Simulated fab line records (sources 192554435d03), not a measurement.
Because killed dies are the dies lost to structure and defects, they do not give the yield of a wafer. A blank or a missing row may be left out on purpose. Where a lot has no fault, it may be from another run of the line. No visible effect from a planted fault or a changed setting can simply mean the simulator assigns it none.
Split-lot study + flow n5_finfet + 21 wafers read across 7 lots, on a route 1938 steps long

ON THE SPLIT
At N5_BEOL_M1_COAT_73 (time 60 s, resist thk 5 nm), the setting spin_rpm was moved away from the recipe's 1500 rpm on 5 of the 21 wafers read, by -9.6% to +10.1%. All remaining wafers had this setting at the recipe value.

FROM THE SPLIT TO THE READING: what the file shows between them, 5 steps
- N5_BEOL_M1_EXPOSE_08: exposes mask M1 (also split here: dose_mj)
- N5_BEOL_M1_PEB_09: peb time 60 s
- N5_BEOL_M1_DEVELOP_10: develop time 30 s
- N5_BEOL_M1_CD_MEAS_11: target cd 17.05 nm
- N5_BEOL_M1_DESCUM_16: chemistry O2, time 7 s

THE READING
etch.depth_nm (the simulator's own value, which no gauge read), in nm, at N5_BEOL_M1_ETCH_74 (etches underlayer in N2/H2, target depth 6.5 nm, time 5.2 s). The file does not state a usual value for it. The 16 wafers here that ran the recipe average 5.001 nm, standard deviation 0.015 nm.

| wafer  | tool, chamber at the split | spin_rpm as run, rpm | against the recipe | etch.depth_nm, nm | against lot-mates on the recipe |
|--------|----------------------------|----------------------|--------------------|-------------------|---------------------------------|
| L079.4 | litho_track-02, 0          | 1500                 | recipe             | 5                 | -                               |
| L079.5 | litho_track-02, 0          | 1500                 | recipe             | 4.997             | -                               |
| L079.6 | litho_track-02, 0          | 1440                 | -4.0%              | 5.091             | +0.093                          |
| L089.1 | litho_track-02, 0          | 1500                 | recipe             | 5.008             | -                               |
| L089.2 | litho_track-02, 0          | 1356                 | -9.6%              | 5.253             | +0.247                          |
| L089.3 | litho_track-02, 0          | 1500                 | recipe             | 5.004             | -                               |
| L090.1 | litho_track-02, 0          | 1500                 | recipe             | 4.993             | -                               |
| L090.2 | litho_track-02, 0          | 1591                 | +6.1%              | 4.849             | -0.143                          |
| L090.3 | litho_track-02, 0          | 1500                 | recipe             | 4.992             | -                               |
| L092.1 | litho_track-04, 0          | 1500                 | recipe             | 4.994             | -                               |
| L092.2 | litho_track-04, 0          | 1652                 | +10.1%             | 4.777             | -0.217                          |
| L092.4 | litho_track-04, 0          | 1652                 | +10.1%             | 4.76              | -0.234                          |
| L091.2 | litho_track-01, 0          | 1500                 | recipe             | 5.005             | -                               |
| L091.4 | litho_track-01, 0          | 1500                 | recipe             | 4.986             | -                               |
| L091.6 | litho_track-01, 0          | 1500                 | recipe             | 5.003             | -                               |
| L093.3 | litho_track-01, 0          | 1500                 | recipe             | 5.033             | -                               |
| L093.5 | litho_track-01, 0          | 1500                 | recipe             | 5.021             | -                               |
| L093.6 | litho_track-01, 0          | 1500                 | recipe             | 5.023             | -                               |
| L095.2 | litho_track-02, 0          | 1500                 | recipe             | 4.989             | -                               |
| L095.3 | litho_track-02, 0          | 1500                 | recipe             | 4.985             | -                               |
| L095.4 | litho_track-02, 0          | 1500                 | recipe             | 4.977             | -                               |

THE FIT
A straight line over all 21 wafers: etch.depth_nm changes by -0.0241 nm for each +1% of spin_rpm; r = -0.99; the points scatter about the line by 0.015 nm.
The same after taking each lot's own level away (the mean of its wafers on the recipe; 21 wafers): -0.0234 nm for each +1%; r = -1.00; scatter 0.008 nm.
According to that fit, moving spin_rpm by its largest amount changes the reading by 0.24 nm.
From 4.9837 to 5.0257 nm: that is the span of the lots' own levels, equal to 2.9 times the standard deviation above.
Hence the lot-to-lot level has little effect on the slope; both slopes agree.
Check: with one of the wafers moved furthest among these (+10.1%) left out of the fit, the line predicts -0.244 nm for it against its lot-mates. Against them it came out at -0.217 nm.

FURTHER SPLITS ON THESE WAFERS
Before the reading, these wafers also passed through other splits. Each is held against what the fit with the lots' levels taken away leaves over:
| other split on the same wafers   | wafers away from the commonest value | r with etch.depth_nm (lot level and that fit taken away) |
|----------------------------------|--------------------------------------|----------------------------------------------------------|
| N5_BEOL_M0_SAQP_ETCH_88 source_w | 7                                    | -0.01                                                    |
| N5_BEOL_M1_EXPOSE_08 dose_mj     | 8                                    | +0.11                                                    |

FILE'S OWN FIT
etch.depth_nm changes by -0.0238 nm for each +1% of spin_rpm, r = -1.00.
